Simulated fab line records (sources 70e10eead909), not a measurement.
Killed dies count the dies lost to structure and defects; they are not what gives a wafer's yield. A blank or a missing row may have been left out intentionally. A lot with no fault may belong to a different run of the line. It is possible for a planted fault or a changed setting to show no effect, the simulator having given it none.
fab line records | flow nand-harc
record lots=7 wafers=21 last-day=24
route steps=1159 shown A_SLIT@802 A_SIN_REMOVE@804 A_WL_FILL@809 END@1159
lots untouched by any fault: they come from a run of this same line in which no faults occurred
start-h: start of the lot's first displayed wafer, in hours after the record's first day | wait-h: hours elapsed since this lot's preceding step | " the same as in the row above | L1.1+2: a single row standing in for several wafers | - no value, or no start was given | * or withheld: withheld | < > ~ a bound
route shown NAME@n: names a module that has steps shown in the file, with the first one's number in the route | usual: the fault-free wafers' mean and standard deviation | same: alike in all rows | chamber/n: place in a boat | sites: the reading at each site | _std_site: their standard deviation | _edge_site: the outer-site mean with the inner-site mean subtracted | radius-mm: how far each site lies from the wafer's centre | mask NAME#n: copy n | behind: the most recent tool/chamber to have shaped the wafer | hold: reason for holding the lot/hours on hold/outcome of the hold | device: names the non-switching transistor (n, p or np) | end of line: tests of these same wafers at the route's end | step lacking rows: just its recipe | killed: count of dies lost to structure and defects at first sort (not the wafer's yield) | map: dies across one wafer; x = killed, . = not, _ = none there
set.NAME: the setting the step ran with; set.NAME@STEP: the setting that earlier step ran with | model.NAME: the simulator's own value behind a step, which no gauge read
lots at some steps of the route; a table a step, a row a wafer
services: a tool's chamber out of use, with start hour (start-h, from the record's first day; less than 0 if before it), hours out, and reason
## steps
# step NHARC_A_SLIT_SRD_20
# step NHARC_A_SLIT_CD_MEAS_21
# usual cd-nm=289.4/1.3
# columns lot.wafer tool chamber start-h wait-h cd-nm
L464.3 cd-sem-02 - 335.58 - 290.2
L464.4 " - " " 291.1
L464.6 " - " " 289.9
L466.2 cd-sem-03 - 349.29 - 291.6
L466.4 " - " " 288.4
L466.6 " - " " 291.4
L473.3 cd-sem-01 - 378.62 - 288.9
L473.4 " - " " 288.2
L473.5 " - " " 289.0
L469.1 cd-sem-03 - 379.18 - 287.6
L469.4 " - " " 287.8
L469.6 " - " " 289.6
L475.1 cd-sem-03 - 397.91 0.1 287.8
L475.2 " - " " 289.3
L475.6 " - " " 288.1
L481.1 cd-sem-03 - 432.79 - 291.5
L481.2 " - " " 289.6
L481.4 " - " " 290.8
L484.2 cd-sem-03 - 458.15 - 290.6
L484.5 " - " " 289.3
L484.6 " - " " 291.1
# step NHARC_A_SIN_REMOVE_WET_00
# recipe temp-c=160 time-s=15300 chemistry=H3PO4
# step NHARC_A_SIN_REMOVE_PRECLEAN_01
# recipe time-s=* temp-c=50 bath-age-min=0 chemistry=SC1
# step NHARC_A_SIN_REMOVE_SRD_02
# step NHARC_A_SIN_REMOVE_INSPECT_04
# usual raw-defect-count=311/75
# columns lot.wafer tool chamber start-h wait-h raw-defect-count
L464.3 defect-inspect-01 - 342.23 0.0 282
L464.4 " - " " 265
L464.6 " - " " 248
L466.2 defect-inspect-01 - 357.10 0.0 216
L466.4 " - " " 208
L466.6 " - " " 236
L469.1 defect-inspect-01 - 386.31 0.0 318
L469.4 " - " " 340
L469.6 " - " " 209
L473.3 defect-inspect-02 - 386.31 0.0 509
L473.4 " - " " 340
L473.5 " - " " 320
L475.1 defect-inspect-02 - 405.60 0.0 322
L475.2 " - " " 365
L475.6 " - " " 403
L481.1 defect-inspect-01 - 440.28 0.0 324
L481.2 " - " " 303
L481.4 " - " " 262
L484.2 defect-inspect-02 - 465.67 0.0 306
L484.5 " - " " 358
L484.6 " - " " 336
# step NHARC_A_WL_FILL_ALD_00
# recipe target-thk-a=30 pulse-time-s=3 ald-cycles=30 temp-c=300 material=Al2O3
# usual heater-power-w=474/38 precursor-pulse-height-rel=1.002/0.023
# columns lot.wafer tool chamber start-h wait-h heater-power-w precursor-pulse-height-rel
L464.3 ald-hk-02 3 342.32 0.1 481 0.997
L464.4 " 1 " " 438 0.990
L464.6 " 3 " " 502 1.026
L466.4 ald-hk-03 1 357.19 0.1 451 1.013
L466.2 " 3 " " 526 1.015
L466.6 " 0 " " 503 0.986
L473.4 ald-hk-02 0 386.38 0.1 419 0.968
L473.3 " 3 " " 491 1.039
L473.5 " 0 " " 419 0.990
L469.4 ald-hk-03 2 386.40 0.1 481 0.946
L469.1 " 0 " " 506 1.004
L469.6 " 1 " " 447 0.997
L475.1 ald-hk-04 2 405.67 0.1 557 0.974
L475.2 " 3 " " 431 0.999
L475.6 " 3 " " 437 1.011
L481.4 ald-hk-03 2 440.34 0.1 467 1.029
L481.2 " 3 " " 512 1.000
L481.1 " 0 " " 508 1.025
L484.2 ald-hk-03 0 465.73 0.1 486 0.964
L484.5 " 0 " " 504 0.980
L484.6 " 1 " " 434 0.998
# step NHARC_A_WL_FILL_RTA_01
# recipe temp-c=1000 time-s=5
# usual lamp-power-pct=29.87/0.29 lamp_zone_3_pct=29.87/0.29 wafer_temp_C_max=1003.9/1
# columns lot.wafer tool chamber start-h wait-h lamp-power-pct lamp_zone_3_pct wafer_temp_C_max
L464.3 rtp-anneal-01 0 342.63 - 30.22 30.28 1004.5
L464.4 " 0 " " 30.26 30.22 1004.5
L464.6 " 0 " " 30.28 30.20 1004.5
L466.2 rtp-anneal-02 0 357.45 - 29.62 29.63 1003.4
L466.4 " 0 " " 29.68 29.66 1003.6
L466.6 " 0 " " 29.66 29.67 1003.7
L469.1 rtp-anneal-01 0 386.63 - 30.26 30.28 1005.5
L469.4 " 0 " " 30.26 30.22 1005.3
L469.6 " 0 " " 30.16 30.26 1005.0
L473.3 rtp-anneal-01 0 386.86 0.3 30.23 30.25 1005.8
L473.4 " 0 " " 30.18 30.21 1004.9
L473.5 " 0 " " 30.24 30.26 1004.7
L475.1 rtp-anneal-01 0 406.05 - 30.22 30.26 1004.7
L475.2 " 0 " " 30.23 30.23 1003.9
L475.6 " 0 " " 30.25 30.23 1005.3
L481.1 rtp-anneal-02 0 440.60 - 29.64 29.63 1002.9
L481.2 " 0 " " 29.62 29.61 1003.2
L481.4 " 0 " " 29.57 29.66 1003.0
L484.2 rtp-anneal-02 0 466.02 - 29.67 29.63 1003.5
L484.5 " 0 " " 29.62 29.64 1003.7
L484.6 " 0 " " 29.60 29.62 1003.7
# step NHARC_A_WL_FILL_ALD_02
# recipe target-thk-a=20 pulse-time-s=3 ald-cycles=100 temp-c=450 material=TiN
# usual heater-power-w=1088/95 precursor-pulse-height-rel=1.002/0.021
# columns lot.wafer tool chamber start-h wait-h heater-power-w precursor-pulse-height-rel
L464.4 ald-metal-03 3 342.79 0.1 1022 1.030
L464.3 " 2 " " 1319 1.016
L464.6 " 3 " " 1015 1.010
L466.2 ald-metal-01 0 357.64 0.2 1111 0.990
L466.4 " 3 " " 1235 0.984
L466.6 " 0 " " 1122 0.982
L469.4 ald-metal-03 3 386.85 0.1 1067 1.019
L469.1 " 1 " " 1078 1.001
L469.6 " 0 " " 1030 0.960
L473.3 ald-metal-01 3 387.02 0.1 1258 1.003
L473.4 " 2 " " 1057 1.025
L473.5 " 3 " " 1260 1.009
L475.2 ald-metal-03 1 406.31 0.2 1091 1.001
L475.1 " 2 " " 1337 0.970
L475.6 " 1 " " 1070 1.031
L481.1 ald-metal-01 2 440.82 0.2 1040 1.008
L481.4 " 3 " " 1254 0.977
L481.2 " 0 " " 1141 0.989
L484.2 ald-metal-02 1 466.21 0.2 1016 1.013
L484.5 " 1 " " 1025 0.971
L484.6 " 2 " " 1091 1.005
# step NHARC_A_WL_FILL_CVD_03
# recipe target-thk-a=400 temp-c=300 pressure-torr=40 wf6-flow-sccm=40 h2-flow-sccm=1600 ar-flow-sccm=1560 time-s=3302 material=W
# usual chamber-pressure-Torr=40.02/0.086 heater-power-w=508/42 throttle-valve-pct=8.27/0.3
# columns lot.wafer tool chamber start-h wait-h chamber-pressure-Torr heater-power-w throttle-valve-pct
L464.3 cvd-w-02 0 350.50 7.3 39.91 482 8.49
L464.4 " 1 " " 40.07 548 8.45
L464.6 " 0 " " 40.08 483 8.51
L466.2 cvd-w-01 0 359.00 1.0 40.09 454 8.33
L466.4 " 0 " " 40.10 459 8.16
L466.6 " 0 " " 40.11 460 7.95
L469.1 cvd-w-01 0 390.66 3.4 40.11 455 8.32
L469.4 " 0 " " 39.84 463 8.30
L469.6 " 0 " " 40.03 462 7.86
L473.4 cvd-w-02 0 392.01 4.6 40.01 481 8.46
L473.3 " 1 " " 40.00 538 8.39
L473.5 " 1 " " 40.00 542 8.15
L475.2 cvd-w-02 1 408.17 1.5 40.23 519 8.05
L475.1 " 0 " " 39.89 476 8.46
L475.6 " 0 410.54 3.9 40.11 476 8.74
L481.2 cvd-w-01 1 442.17 1.0 40.00 555 7.59
L481.1 " 0 " " 40.02 458 8.33
L481.4 " 0 " " 40.09 457 8.10
L484.2 cvd-w-02 1 468.83 2.2 39.93 536 8.41
L484.5 " 1 470.70 4.1 39.91 553 7.99
L484.6 " 0 " " 40.01 477 8.53
# step NHARC_A_WL_FILL_ETCHBACK_04
# recipe target-depth-a=600 time-s=120 chemistry=NF3
# usual chamber-pressure-mTorr=300.02/0.25 drypump-motor-current-A=5.67/0.3 oes-product-au=0.998/0.014 run-length-s=141.1/0.44
# columns lot.wafer tool chamber start-h wait-h chamber-pressure-mTorr drypump-motor-current-A oes-product-au rf-hours-counter-h run-length-s
L464.4 rie-metal-03 1 352.93 1.5 299.84 5.38 1.006 - 141.6
L464.3 " 0 " " 300.17 6.01 0.994 - 141.8
L464.6 " 1 " " 300.25 5.38 1.006 - 141.0
L466.2 rie-metal-03 0 361.89 2.4 299.70 6.10 0.983 2.1 141.1
L466.4 " 1 " " 300.17 5.37 1.012 - 141.0
L466.6 " 0 " " 299.99 6.06 0.993 - 141.3
L469.1 rie-metal-03 1 393.96 2.8 299.95 5.37 1.015 3.5 98.0
L469.4 " 0 " " 299.71 6.08 0.981 - 141.2
L469.6 " 1 " " 300.23 5.36 1.006 - 140.8
L473.4 rie-metal-03 1 394.45 2.0 299.83 5.38 1.017 - 141.1
L473.3 " 0 " " 299.59 6.07 0.985 - 98.5
L473.5 " 1 " " 299.96 5.38 1.020 - 141.1
L475.2 rie-metal-03 1 411.50 2.9 300.32 5.38 1.007 4.1 140.9
L475.1 " 0 " " 300.27 6.06 0.968 4.1 98.4
L475.6 " 1 " " 300.22 5.38 1.011 - 140.9
L481.1 rie-metal-02 1 445.49 2.4 300.07 6.17 0.974 1.2 141.6
L481.2 " 0 " " 299.84 5.56 1.018 1.2 141.0
L481.4 " 1 " " 299.76 6.15 0.978 - 142.0
L484.2 rie-metal-02 1 472.16 2.9 300.24 6.12 0.980 2.2 141.7
L484.5 " 0 " " 300.49 5.58 1.000 - 141.0
L484.6 " 1 " " 300.59 6.12 0.967 - 142.2
# step NHARC_A_WL_FILL_ETCHBACK_05
# recipe target-depth-a=220 time-s=60 temp-c=40 chemistry=Cl2/BCl3
# usual chamber-pressure-mTorr=10.000/0.012 drypump-motor-current-A=5.68/0.29 oes-product-au=0.999/0.014 run-length-s=81.1/0.43
# columns lot.wafer tool chamber start-h wait-h chamber-pressure-mTorr drypump-motor-current-A oes-product-au rf-hours-counter-h run-length-s
L464.4 rie-metal-03 1 353.13 0.2 10.007 5.37 1.014 - 81.2
L464.3 " 0 " " 10.005 6.07 0.984 - 81.3
L464.6 " 0 " " 10.002 6.10 0.998 - 81.3
L466.2 rie-metal-03 1 362.10 0.2 9.995 5.37 1.009 2.3 81.2
L466.4 " 1 " " 10.000 5.38 1.017 - 81.1
L466.6 " 1 " " 9.994 5.39 1.008 - 80.8
L469.1 rie-metal-03 1 394.21 0.2 10.006 5.38 1.011 3.7 80.7
L469.4 " 0 " " 10.009 6.10 0.972 - 81.5
L469.6 " 0 " " 10.004 6.04 0.983 - 81.4
L473.3 rie-metal-03 0 394.65 0.1 10.009 6.09 0.982 - 81.6
L473.4 " 1 " " 9.994 5.36 1.002 - 80.9
L473.5 " 0 " " 9.986 6.04 0.982 - 81.2
L475.1 rie-metal-03 1 411.74 0.2 9.986 5.38 1.012 4.3 80.7
L475.2 " 0 " " 10.002 6.08 0.978 4.3 81.2
L475.6 " 1 " " 10.010 5.38 1.015 - 80.8
L481.1 rie-metal-02 1 445.73 0.2 9.989 6.09 0.977 1.4 81.8
L481.2 " 0 " " 9.991 5.56 1.007 1.4 80.9
L481.4 " 0 " " 10.016 5.56 1.008 - 81.1
L484.2 rie-metal-02 0 472.37 0.2 10.010 5.57 1.012 2.3 80.8
L484.5 " 0 " " 9.983 5.59 1.011 - 80.8
L484.6 " 1 " " 9.992 6.11 0.961 - 81.7
# step NHARC_END_SORT_01
# recipe temp-c=25
# usual killed-at-array=27/10 killed-at-other=0.6/0.83 killed-at-periphery=2.4/1.8 killed-dies=30/10 killed-open=3.3/1.7 killed-short=1.8/1.4
# same gross-dies=677
# columns lot.wafer tool chamber start-h wait-h killed-at-array killed-at-other killed-at-periphery killed-dies killed-open killed-short
L473.3 prober-01 0 491.42 3.1 656 0 1 657 4 1
L469.1 prober-02 0 493.45 2.5 636 1 4 641 5 3
L469.4 prober-02 0 495.86 3.4 17 2 3 22 2 2
L475.1 prober-02 0 509.11 2.5 656 0 0 656 1 2
# killed by level:class
L473.3 A_WL_FILL:area-etchback=633 A_SLIT:chamber-film-flake=11 A_CHANNEL_HOLE_D1:chamber-film-flake=4 A_STAIRCASE:chamber-film-flake=3 A_CONTACT:geometric-particle:open=2 P_M1:geometric-particle:open=1 A_CHANNEL_HOLE_D1:geometric-particle:open=1 A_CHANNEL_FILL_D1:geometric-particle:short=1
L469.1 A_WL_FILL:area-etchback=620 A_CHANNEL_HOLE_D1:chamber-film-flake=4 A_CONTACT:geometric-particle:open=3 A_STAIRCASE:chamber-film-flake=3 P_M0:geometric-particle:open=2 A_SOURCE_PLATE:geometric-particle:short=2 A_SLIT:chamber-film-flake=2 A_CHANNEL_HOLE_D1:geometric-particle:short=1
L469.4 A_CHANNEL_HOLE_D1:chamber-film-flake=8 A_STAIRCASE:chamber-film-flake=3 A_CONTACT:chamber-film-flake=2 THIN_TSV:chamber-film-flake=2 P_M2:geometric-particle:open=1 A_CHANNEL_FILL_D1:geometric-particle:short=1 A_CONTACT:geometric-particle:short=1 A_BLC:geometric-particle:open=1
L475.1 A_WL_FILL:area-etchback=622 A_CHANNEL_HOLE_D1:chamber-film-flake=17 A_CONTACT:chamber-film-flake=5 A_STAIRCASE:chamber-film-flake=4 A_WL_FILL:chamber-film-flake=4 A_ONON_D1:geometric-particle:short=2 A_SGD_CUT:geometric-particle:open=1 A_CHANNEL_FILL_D1:chamber-film-flake=1
# map L469.1 (x killed, . not)
____________x____________
_________xxxxxxx_________
_______xxxxxxxxxxx_______
______xxxxxxxxxxxxx______
_____xxxxxxxxxxxxxxx_____
____xxxxxxxxxxxxxxxxx____
____xxxxxxxxxxxxxxxxx____
___xxxxxxxxxxxxxxxxxxx___
___xxxxxxxxxx.xxxxxxxx___
__xxxxxxxxxxxxxxxxxxxxx__
__xxxxxxxxxxx.xxxxxxxxx__
_xxxxxxxxxxxx.xxxxxxxxxx_
_xxxxxxxxxxxxxxxxxxxxxxx_
_xxxxxxxxxxxx.xx.xxxxxxx_
_xxxxxxxxx.xxxx.xxxxxxxx_
_xxxxxxx.xxxx.xxxxxxxxxx_
xxxxxxxx.xxxxx.xxxxxxxxxx
.xxxxxxx.xxxxxxxxxxxxxxxx
xxxxxxxxxxxxx.xxxx.xxxxxx
xxxxxxxxxx.xxxxxxxxxxxxxx
xx.xxxxxxx.xxxx.xxxxxxxxx
_xxxxxxx..xxx.xxxx.xxxxx_
_xxxxxxxx.xxxxxxxxxxxxxx_
_xxxxx.xxxx.xxxxxx.xxxxx_
_xxxxx.x.xxxxxxxxxxxxxxx_
_xxx.xxxxxxxxxxxxxxxxxxx_
__xxxxxxx.xxx.xxxx.xxxx__
__xxxxxxxxxxxxxx.xxxxxx__
___xxxxxxxxxxxxxxxxxxx___
___xxx.xxxxxxxxxxxxxxx___
____xxxxxxxxxxx.xxxxx____
____xxxxxxxxxxxxxxxxx____
_____xxxxxxxxxxxxxxx_____
______xxxxxxxxxxxxx______
_______xxxxxxxxxxx_______
_________xxxxxxx_________
____________x____________
# map L473.3 (x killed, . not)
____________x____________
_________x.xxxxx_________
_______xxxxxxxxx.x_______
______xxxx.xxxxxxxx______
_____xxxxxxxxxxxxxxx_____
____xxxxxxxxxxxxxxxxx____
____xxxxxx.xxxxxxxxxx____
___xxxxxxxxxxxxx.xxxxx___
___xxxxxxxxxxxxxxxxxxx___
__xxxxxxxxxxxxxxx.xxxxx__
__xxxxxxxxx.xxxxxxxxxxx__
_xxxxxxxx.xxxxxxxxxxxxxx_
_xxxxxxxxxxxxx.xxxxxxxxx_
_xxxxxxxxxxxxx.xxxxxxxxx_
_xxxxxxxxxxxxxxxxxxxxxxx_
_xxxxxxxxxxxxxxxxxxxxxxx_
xxxxxxxxxxxxxxxxxxxxxxxxx
xxxxxxxxxxxxxxxxxxxxxxxxx
xxxxxxxxxxxxxxx.xxxxxxxxx
xxxxxxxxxxxxxxxxxxxxxxxxx
xxx.xxxxxxxxxxxxxxxxxxxxx
_xxxxxxxxxxxxxxxxxxxxxxx_
_xxxxxxxx.xxxxxxxxxxxxxx_
_xxxxxxxxxxxxxxxxxxxxxxx_
_xxxxxxxxxxxxxxxxxxxxxxx_
_xxxxxxxxx.xxxxxxxxxxxxx_
__xxxxxxx.xxxxxxxxxxxxx__
__xxxxxx.xxxxxxxxxxxxxx__
___xxxxxxxxxxxxxxxxxxx___
___xxxxxxxxxxxxxxx.xxx___
____xxxxxxxxxxxxxxxxx____
____.xxxxxxxxxxxxxxxx____
_____xxxxxxxxxxxxxxx_____
______xxxxxxxxxxxx.______
_______xxxxxxxxxxx_______
_________xxxxxxx_________
____________.____________
## services
# columns tool chamber start-h hours kind
ald-metal-03 - 322.00 10.0 pm
ald-hk-03 - 322.66 10.0 pm
ald-hk-03 0 322.66 10.0 vent-cycle
ald-hk-03 1 322.66 10.0 vent-cycle
ald-hk-03 2 322.66 10.0 vent-cycle
ald-hk-03 3 322.66 10.0 vent-cycle
rie-metal-03 0 327.69 3.8 repair
ald-hk-03 0 332.66 - clean
ald-hk-03 1 332.66 - clean
ald-hk-03 2 332.66 - clean
ald-metal-02 3 354.36 3.1 repair
ald-metal-02 - 364.00 10.0 pm
ald-metal-01 0 366.48 1.9 repair
ald-hk-04 - 372.47 2.4 repair
rie-metal-02 - 388.00 9.0 pm
cvd-w-02 - 393.90 13.0 pm
ald-metal-02 - 411.28 1.6 repair
rie-metal-03 - 453.08 9.0 pm
rie-metal-03 0 453.08 9.0 vent-cycle
rie-metal-03 1 453.08 9.0 vent-cycle
ald-metal-01 - 458.00 10.0 pm
ald-hk-02 - 458.14 10.0 pm
rie-metal-03 0 462.08 - clean
rie-metal-03 1 462.08 - clean
## key
first-sign step=NHARC_A_WL_FILL_ETCHBACK_04 reading=run-length-s direction=down sigmas=97 usual=* struck=*
effect step=NHARC_END_SORT_01 reading=killed-at-array direction=up sigmas=60 usual=27 struck=649
more-kills-born-at NHARC_A_WL_FILL_ETCHBACK_04@rie-metal-03=1875
met-at NHARC_A_WL_FILL_ETCHBACK_04
struck-wafers L469.1,L473.3,L475.1
later-rows-left-out L469.1,L473.3,L475.1
tester-left-out L469,L473,L475
onset-between 361.89 393.96
fault kind=process-parameter-drift tool=rie-metal-03 chamber=- onset-h=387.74 steps=NHARC_A_WL_FILL_ETCHBACK_04 channel=time-s offset=* shape=step end-h=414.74 scope=struck-wafers-only acts-in=* stated=*
# tester-left-out: of these lots the tester's yield and bins aren't shown, on N5 and GAA mostly nor the transistor test; their killed dies are dies lost to structure and defects alone, not to doping, threshold or leakage, so they don't give the yield
# later-rows-left-out: the simulator's readings of these wafers behind a module that went badly wrong aren't trusted and aren't shown, but for the sort
